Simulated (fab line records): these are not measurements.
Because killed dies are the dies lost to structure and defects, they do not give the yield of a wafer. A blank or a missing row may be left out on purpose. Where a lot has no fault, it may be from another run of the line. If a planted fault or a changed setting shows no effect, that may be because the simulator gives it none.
Which tool did it? -- flow nand harc -- 19 lots with 57 wafers sampled at 6 steps, on a route of 1159 steps

## WHAT THE GAUGES SHOWED, per wafer
No reading from a measuring or inspecting step in the record can be judged against a usual standard deviation.

## TOOL THAT RAN EACH LOT (tool first, then ch and the chambers of the sampled wafers, then the start)
lot,NHARC_P_BONDPAD_ETCH_37,NHARC_A_STAIRCASE_TRIM_14,NHARC_A_STAIRCASE_ETCH_27,NHARC_A_STAIRCASE_TRIM_198,NHARC_A_STAIRCASE_ETCH_201,NHARC_A_STAIRCASE_TRIM_220
L075,"rie diel-04 ch 0,2,3, day 6 19:16","rie diel-07 ch 0,1,2, day 11 15:14 or earlier","rie diel-11 ch 0,1,2, day 11 15:14 or earlier","rie diel-11 ch 0,1,2, day 11 15:14 or earlier","rie diel-11 ch 1,3, day 11 15:14 or earlier","rie diel-11 ch 0,1,3, day 11 15:14"
L076,"rie diel-12 ch 0,1,3, day 6 19:38","rie diel-07 ch 0,2, day 11 14:22 or earlier","rie diel-12 ch 1,2,3, day 11 14:22 or earlier","rie diel-12 ch 0,1, day 11 14:22 or earlier","rie diel-12 ch 0,1, day 11 14:22 or earlier","rie diel-07 ch 0,1,2, day 11 14:22"
L077,"rie diel-04 ch 2,3, day 7 11:05","rie diel-07 ch 2,3, day 12 01:58 or earlier","rie diel-07 ch 2,3, day 12 01:58 or earlier","rie diel-11 ch 0,1, day 12 01:58 or earlier","rie diel-11 ch 0,1, day 12 01:58 or earlier","rie diel-07 ch 0,1,3, day 12 01:58"
L079,"rie diel-07 ch 0,1,2, day 7 17:44","rie diel-12 ch 1,2, day 12 07:44 or earlier","rie diel-12 ch 0,1,2, day 12 07:44 or earlier","rie diel-11 ch 0,2,3, day 12 07:44 or earlier","rie diel-11 ch 0,1,2, day 12 07:44 or earlier","rie diel-12 ch 0,1,3, day 12 07:44"
L081,"rie diel-04 ch 1,2, day 8 13:19","rie diel-12 ch 0,1,3, day 13 09:59 or earlier","rie diel-11 ch 2,3, day 13 09:59 or earlier","rie diel-07 ch 2,3, day 13 09:59 or earlier","rie diel-07 ch 0,3, day 13 09:59 or earlier","rie diel-11 ch 0,1,2, day 13 09:59"
L083,"rie diel-04 ch 0,1,3, day 8 19:07","rie diel-07 ch 0,1,3, day 13 09:41 or earlier","rie diel-11 ch 0,3, day 13 09:41 or earlier","rie diel-12 ch 1,2,3, day 13 09:41 or earlier","rie diel-12 ch 0,3, day 13 09:41 or earlier","rie diel-12 ch 1,2,3, day 13 09:41"
L084,"rie diel-04 ch 1,2, day 9 00:27","rie diel-11 ch 2,3, day 13 20:13 or earlier","rie diel-11 ch 1,3, day 13 20:13 or earlier","rie diel-12 ch 0,1, day 13 20:13 or earlier","rie diel-12 ch 1,3, day 13 20:13 or earlier","rie diel-07 ch 0,2,3, day 13 20:13"
L085,"rie diel-07 ch 0,1,2, day 9 12:49","rie diel-12 ch 1,3, day 14 12:01 or earlier","rie diel-12 ch 0,2,3, day 14 12:01 or earlier","rie diel-12 ch 0,1, day 14 12:01 or earlier","rie diel-12 ch 0,1,3, day 14 12:01 or earlier","rie diel-07 ch 2,3, day 14 12:01"
L087,"rie diel-04 ch 0,1, day 9 13:39","rie diel-07 ch 1,2,3, day 14 09:23 or earlier","rie diel-07 ch 1,2, day 14 09:23 or earlier","rie diel-07 ch 0,2, day 14 09:23 or earlier","rie diel-07 ch 0,2, day 14 09:23 or earlier","rie diel-12 ch 0,2,3, day 14 09:23"
L086,"rie diel-04 ch 0,2,3, day 9 13:49","rie diel-12 ch 0,1,3, day 14 08:54 or earlier","rie diel-12 ch 1,2,3, day 14 08:54 or earlier","rie diel-12 ch 0,2,3, day 14 08:54 or earlier","rie diel-12 ch 0,2,3, day 14 08:54 or earlier","rie diel-12 ch 0,1,3, day 14 08:54"
L088,"rie diel-12 ch 1,2, day 10 04:24","rie diel-07 ch 0,2,3, day 14 20:19 or earlier","rie diel-11 ch 1,2, day 14 20:19 or earlier","rie diel-11 ch 0,1, day 14 20:19 or earlier","rie diel-11 ch 1,2,3, day 14 20:19 or earlier","rie diel-12 ch 2,3, day 14 20:19"
L090,"rie diel-04 ch 1,2, day 10 13:31","rie diel-07 ch 0,1,2, day 15 03:07 or earlier","rie diel-07 ch 0,1,2, day 15 03:07 or earlier","rie diel-12 ch 0,2,3, day 15 03:07 or earlier","rie diel-12 ch 1,3, day 15 03:07 or earlier","rie diel-07 ch 0,1,2, day 15 03:07"
L091,"rie diel-04 ch 0,1,3, day 10 22:16","rie diel-07 ch 0,1,3, day 15 09:44 or earlier","rie diel-11 ch 0,2,3, day 15 09:44 or earlier","rie diel-07 ch 0,1,2, day 15 09:44 or earlier","rie diel-07 ch 0,2, day 15 09:44 or earlier","rie diel-11 ch 0,1, day 15 09:44"
L094,"rie diel-04 ch 0,2,3, day 11 03:32","rie diel-12 ch 0,1, day 15 17:04 or earlier","rie diel-11 ch 0,1, day 15 17:04 or earlier","rie diel-11 ch 0,1,2, day 15 17:04 or earlier","rie diel-11 ch 0,1, day 15 17:04 or earlier","rie diel-11 ch 1,2, day 15 17:04"
L093,"rie diel-04 ch 1,2, day 11 12:27","rie diel-11 ch 0,3, day 16 09:25 or earlier","rie diel-12 ch 0,3, day 16 09:25 or earlier","rie diel-07 ch 0,2,3, day 16 09:25 or earlier","rie diel-07 ch 0,2,3, day 16 09:25 or earlier","rie diel-12 ch 0,3, day 16 09:25"
L092,"rie diel-04 ch 0,1,2, day 11 13:08","rie diel-07 ch 0,2,3, day 16 04:15 or earlier","rie diel-12 ch 1,3, day 16 04:15 or earlier","rie diel-07 ch 0,2, day 16 04:15 or earlier","rie diel-07 ch 0,1,2, day 16 04:15 or earlier","rie diel-12 ch 1,2,3, day 16 04:15"
L095,"rie diel-04 ch 0,1,3, day 11 14:37","rie diel-12 ch 0,1,2, day 16 04:48 or earlier","rie diel-07 ch 0,2,3, day 16 04:48 or earlier","rie diel-07 ch 0,1,2, day 16 04:48 or earlier","rie diel-07 ch 0,1,3, day 16 04:48 or earlier","rie diel-12 ch 0,1,2, day 16 04:48"
L096,"rie diel-04 ch 0,3, day 11 20:30","rie diel-07 ch 0,1,3, day 16 18:08 or earlier","rie diel-12 ch 1,2, day 16 18:08 or earlier","rie diel-07 ch 0,1,2, day 16 18:08 or earlier","rie diel-07 ch 0,1,2, day 16 18:08 or earlier","rie diel-11 ch 0,1,3, day 16 18:08"
L097,"rie diel-04 ch 0,2, day 12 04:41","rie diel-07 ch 0,1,2, day 17 14:15 or earlier","rie diel-11 ch 0,1,2, day 17 14:15 or earlier","rie diel-07 ch 0,1,2, day 17 14:15 or earlier","rie diel-07 ch 0,1,2, day 17 14:15 or earlier","rie diel-07 ch 0,1, day 17 14:15"
- NHARC_P_BONDPAD_ETCH_37: etches the open film in N2/H2, target depth 60 nm, overetch 18 nm, time 65.91 s.
- NHARC_A_STAIRCASE_TRIM_14: chemistry O2, time 211.2 s.
- NHARC_A_STAIRCASE_ETCH_27: etches the open film in C4F8/O2, target depth 100 nm, time 40.5 s.
- NHARC_A_STAIRCASE_TRIM_198: chemistry O2, time 211.2 s.
- NHARC_A_STAIRCASE_ETCH_201: etches the open film in C4F8/O2, target depth 100 nm, time 40.5 s.
- NHARC_A_STAIRCASE_TRIM_220: chemistry O2, time 211.2 s.

## AS READ BY THE TOOLS THEMSELVES (means over the sampled wafers that have a number; for cases with no such wafer, the mark the record gives instead)
NHARC_P_BONDPAD_ETCH_37. Usual: bias w 150.0 W, standard deviation 0.44; chamber pressure mTorr 30.003 mTorr, standard deviation 0.029; drypump motor current A 5.6 A, standard deviation 0.59; oes product au 1.008 a.u., standard deviation 0.012; rf vpp V 430.9 V, standard deviation 2.3; showerhead plenum p Torr 2.06 Torr, standard deviation 0.078; throttle valve pct 14.173 %, standard deviation 0.0093.
lot,tool,bias w (W),chamber pressure mTorr (mTorr),drypump motor current A (A),oes product au (a.u.),rf vpp V (V),showerhead plenum p Torr (Torr),throttle valve pct (%),flag
L075,rie diel-04,150.1,30.027,5.7,1.003,431.5,2.07,14.179,
L076,rie diel-12,150.0,29.986,5.9,0.991,431.1,2.09,14.172,
L077,rie diel-04,150.0,30.013,6.2,1.004,432.8,2.11,14.172,
L079,rie diel-07,149.7,30.013,5.8,0.993,431.0,2.04,14.171,
L081,rie diel-04,150.1,29.994,5.2,1.018,432.1,2.11,14.165,
L083,rie diel-04,150.2,29.994,5.6,1.006,429.5,2.01,14.174,
L084,rie diel-04,150.3,30.010,5.1,1.018,430.4,2.05,14.167,
L085,rie diel-07,150.0,29.975,5.8,1.003,430.5,2.04,14.175,
L087,rie diel-04,149.8,30.002,5.2,1.018,428.2,1.97,14.176,
L086,rie diel-04,150.4,30.011,5.7,1.008,431.3,2.07,14.180,
L088,rie diel-12,149.9,30.016,6.1,1.001,433.9,2.14,14.180,
L090,rie diel-04,150.3,29.962,5.2,1.008,432.2,2.10,14.181,
L091,rie diel-04,150.1,29.981,5.6,1.006,429.1,2.01,14.173,
L094,rie diel-04,149.7,30.015,5.7,1.006,431.6,2.06,14.173,
L093,rie diel-04,150.0,29.996,5.1,1.018,431.0,2.05,14.182,
L092,rie diel-04,149.8,30.004,5.2,1.011,430.6,2.03,14.172,
L095,rie diel-04,150.7,29.988,5.6,1.003,429.4,2.01,14.180,
L096,rie diel-04,149.8,30.014,5.7,1.011,428.4,1.99,14.171,
L097,rie diel-04,149.8,29.989,5.3,1.014,429.8,2.02,14.178,

NHARC_A_STAIRCASE_TRIM_14. Usual: chamber pressure mTorr 60.00 mTorr, standard deviation 0.058; drypump motor current A 5.9 A, standard deviation 0.58; oes product au 1.003 a.u., standard deviation 0.01; rf vpp V 58.0 V, standard deviation 0.88; showerhead plenum p Torr 3.58 Torr, standard deviation 0.13; throttle valve pct 17.035 %, standard deviation 0.0088.
lot,tool,chamber pressure mTorr (mTorr),drypump motor current A (A),oes product au (a.u.),rf vpp V (V),showerhead plenum p Torr (Torr),throttle valve pct (%),flag
L075,rie diel-07,60.05,5.8,1.003,58.1,3.52,17.031,
L076,rie diel-07,60.00,6.2,1.007,58.4,3.61,17.033,
L077,rie diel-07,59.94,5.7,1.011,58.4,3.74,17.025,
L079,rie diel-12,60.01,6.0,1.012,58.8,3.66,17.036,
L081,rie diel-12,59.97,5.8,1.003,58.1,3.58,17.038,
L083,rie diel-07,60.03,5.7,1.002,57.6,3.54,17.047,
L084,rie diel-11,59.94,6.2,1.002,58.0,3.50,17.037,
L085,rie diel-12,59.98,5.9,1.003,57.8,3.63,17.035,
L087,rie diel-07,59.96,5.4,0.999,58.0,3.62,17.030,
L086,rie diel-12,60.01,5.9,1.005,57.3,3.58,17.038,
L088,rie diel-07,59.94,6.1,1.001,57.8,3.61,17.045,
L090,rie diel-07,60.01,5.8,1.001,57.9,3.50,17.034,
L091,rie diel-07,60.00,5.7,0.989,57.8,3.53,17.033,
L094,rie diel-12,60.06,5.8,1.006,59.1,3.58,17.039,
L093,rie diel-11,60.01,6.1,0.996,58.7,3.57,17.039,
L092,rie diel-07,59.98,6.1,1.003,57.4,3.61,17.041,
L095,rie diel-12,60.06,6.0,1.004,58.0,3.60,17.037,
L096,rie diel-07,59.98,5.7,1.005,57.9,3.52,17.035,
L097,rie diel-07,60.00,5.9,1.008,57.5,3.49,17.040,

NHARC_A_STAIRCASE_ETCH_27. Usual: bias w 1000 W, standard deviation 3.2; chamber pressure mTorr 24.997 mTorr, standard deviation 0.025; oes product au 0.945 a.u., standard deviation 0.01; rf vpp V 898 V, standard deviation 4.8.
lot,tool,bias w (W),chamber pressure mTorr (mTorr),oes product au (a.u.),rf vpp V (V),flag
L075,rie diel-11,999,24.967,0.951,896,
L076,rie diel-12,1001,24.975,0.944,901,
L077,rie diel-07,1001,24.990,0.952,902,
L079,rie diel-12,1000,25.011,0.944,900,
L081,rie diel-11,1000,25.017,0.942,892,
L083,rie diel-11,998,24.985,0.945,899,
L084,rie diel-11,1003,25.010,0.944,900,
L085,rie diel-12,1002,24.996,0.954,898,
L087,rie diel-07,1001,24.993,0.945,899,
L086,rie diel-12,998,24.986,0.947,900,
L088,rie diel-11,1003,25.013,0.936,896,
L090,rie diel-07,1000,24.984,0.940,894,
L091,rie diel-11,999,24.997,0.947,894,
L094,rie diel-11,995,24.994,0.931,899,
L093,rie diel-12,1001,24.992,0.945,898,
L092,rie diel-12,1003,25.010,0.953,899,
L095,rie diel-07,999,24.988,0.948,899,
L096,rie diel-12,1001,25.003,0.934,901,
L097,rie diel-11,1002,24.984,0.946,901,

NHARC_A_STAIRCASE_TRIM_198. Usual: chamber pressure mTorr 60.00 mTorr, standard deviation 0.058; drypump motor current A 5.8 A, standard deviation 0.51; oes product au 1.003 a.u., standard deviation 0.0098; rf vpp V 57.9 V, standard deviation 0.87; showerhead plenum p Torr 3.57 Torr, standard deviation 0.13; throttle valve pct 17.037 %, standard deviation 0.0095.
lot,tool,chamber pressure mTorr (mTorr),drypump motor current A (A),oes product au (a.u.),rf vpp V (V),showerhead plenum p Torr (Torr),throttle valve pct (%),flag
L075,rie diel-11,59.98,5.6,0.995,57.5,3.52,17.041,
L076,rie diel-12,60.05,5.8,1.015,58.0,3.60,17.032,
L077,rie diel-11,60.01,5.7,1.003,58.6,3.62,17.027,
L079,rie diel-11,60.03,6.0,1.005,57.5,3.50,17.033,
L081,rie diel-07,59.97,5.8,1.001,58.2,3.71,17.038,
L083,rie diel-12,60.02,6.0,0.992,58.0,3.65,17.041,
L084,rie diel-12,59.98,5.8,0.999,58.7,3.59,17.028,
L085,rie diel-12,60.00,5.8,1.007,57.5,3.53,17.036,
L087,rie diel-07,59.98,6.5,0.996,58.1,3.49,17.036,
L086,rie diel-12,59.97,6.0,1.006,57.7,3.60,17.032,
L088,rie diel-11,59.94,5.6,0.991,58.7,3.63,17.036,
L090,rie diel-12,59.98,6.0,1.010,57.5,3.60,17.042,
L091,rie diel-07,59.95,5.8,0.996,57.5,3.50,17.049,
L094,rie diel-11,60.01,5.6,1.000,57.4,3.50,17.036,
L093,rie diel-07,59.94,6.1,1.001,58.6,3.60,17.044,
L092,rie diel-07,59.98,6.2,1.007,58.2,3.58,17.032,
L095,rie diel-07,60.01,5.8,0.999,57.7,3.50,17.037,
L096,rie diel-07,60.04,5.8,1.011,57.4,3.49,17.039,
L097,rie diel-07,60.00,5.8,1.001,58.0,3.49,17.036,

NHARC_A_STAIRCASE_ETCH_201. Usual: bias w 1000 W, standard deviation 3.2; chamber pressure mTorr 24.995 mTorr, standard deviation 0.023; oes product au 0.946 a.u., standard deviation 0.011; rf vpp V 898 V, standard deviation 4.8.
lot,tool,bias w (W),chamber pressure mTorr (mTorr),oes product au (a.u.),rf vpp V (V),flag
L075,rie diel-11,994,24.987,0.947,900,
L076,rie diel-12,999,25.001,0.942,897,
L077,rie diel-11,1003,24.996,0.936,901,
L079,rie diel-11,1000,24.982,0.954,896,
L081,rie diel-07,1000,25.005,0.940,896,
L083,rie diel-12,996,25.010,0.961,898,
L084,rie diel-12,1000,25.015,0.940,899,
L085,rie diel-12,1000,24.988,0.938,897,
L087,rie diel-07,1003,25.007,0.943,899,
L086,rie diel-12,1001,25.010,0.946,898,
L088,rie diel-11,998,24.993,0.929,896,
L090,rie diel-12,1001,25.003,0.946,899,
L091,rie diel-07,1002,24.983,0.955,897,
L094,rie diel-11,1001,25.009,0.937,900,
L093,rie diel-07,1000,24.998,0.948,900,
L092,rie diel-07,998,25.000,0.942,895,
L095,rie diel-07,999,24.978,0.934,896,
L096,rie diel-07,999,24.993,0.940,894,
L097,rie diel-07,999,25.014,0.936,894,

NHARC_A_STAIRCASE_TRIM_220. Usual: chamber pressure mTorr 60.00 mTorr, standard deviation 0.055; drypump motor current A 5.8 A, standard deviation 0.52; oes product au 1.001 a.u., standard deviation 0.0098; rf vpp V 57.8 V, standard deviation 0.94; showerhead plenum p Torr 3.58 Torr, standard deviation 0.13; throttle valve pct 17.037 %, standard deviation 0.0093.
lot,tool,chamber pressure mTorr (mTorr),drypump motor current A (A),oes product au (a.u.),rf vpp V (V),showerhead plenum p Torr (Torr),throttle valve pct (%),flag
L075,rie diel-11,60.02,6.0,0.995,58.1,3.63,17.043,
L076,rie diel-07,60.02,5.8,1.007,57.2,3.52,17.038,
L077,rie diel-07,60.02,5.7,0.993,57.3,3.54,17.029,
L079,rie diel-12,60.07,5.9,1.012,58.0,3.58,17.032,
L081,rie diel-11,60.05,5.6,0.999,57.6,3.51,17.040,
L083,rie diel-12,59.97,6.0,1.000,58.5,3.65,17.029,
L084,rie diel-07,59.98,6.1,0.999,58.5,3.62,17.043,
L085,rie diel-07,60.04,5.8,1.002,57.9,3.71,17.040,
L087,rie diel-12,60.05,6.0,0.997,57.5,3.60,17.034,
L086,rie diel-12,59.99,5.9,1.004,57.9,3.58,17.036,
L088,rie diel-12,59.95,6.2,1.000,58.4,3.67,17.038,
L090,rie diel-07,60.02,5.8,0.997,57.3,3.50,17.036,
L091,rie diel-11,60.00,5.6,0.986,57.5,3.63,17.049,
L094,rie diel-11,60.00,5.5,0.998,58.4,3.54,17.040,
L093,rie diel-12,60.03,5.8,1.002,58.5,3.52,17.041,
L092,rie diel-12,59.96,6.0,0.996,58.0,3.64,17.040,
L095,rie diel-12,59.99,5.9,0.997,58.2,3.60,17.037,
L096,rie diel-11,60.03,6.0,1.001,57.5,3.60,17.037,
L097,rie diel-07,59.99,5.4,1.000,56.1,3.40,17.038,

## THE ANSWER, worked out from the rows above alone
Rule: take the mean of a lot's wafers that have a number; if it is more than 3 standard deviations from the usual mean, the lot is off. A lot without any number at a reading at which 4 lots or more have one is off too. The other lots that the step has rows for count as sound. Order of review: gauges by route order, followed by the tools' own readings, for which a lot's mean as printed above is used. The first step at which some lot is off is used, and at that step the reading that is off furthest; a lot without a number counts as furthest.
Across all readings shown, no lot is off: no conclusion can be drawn from this.

## WHAT THE SIMULATOR HAD PUT IN
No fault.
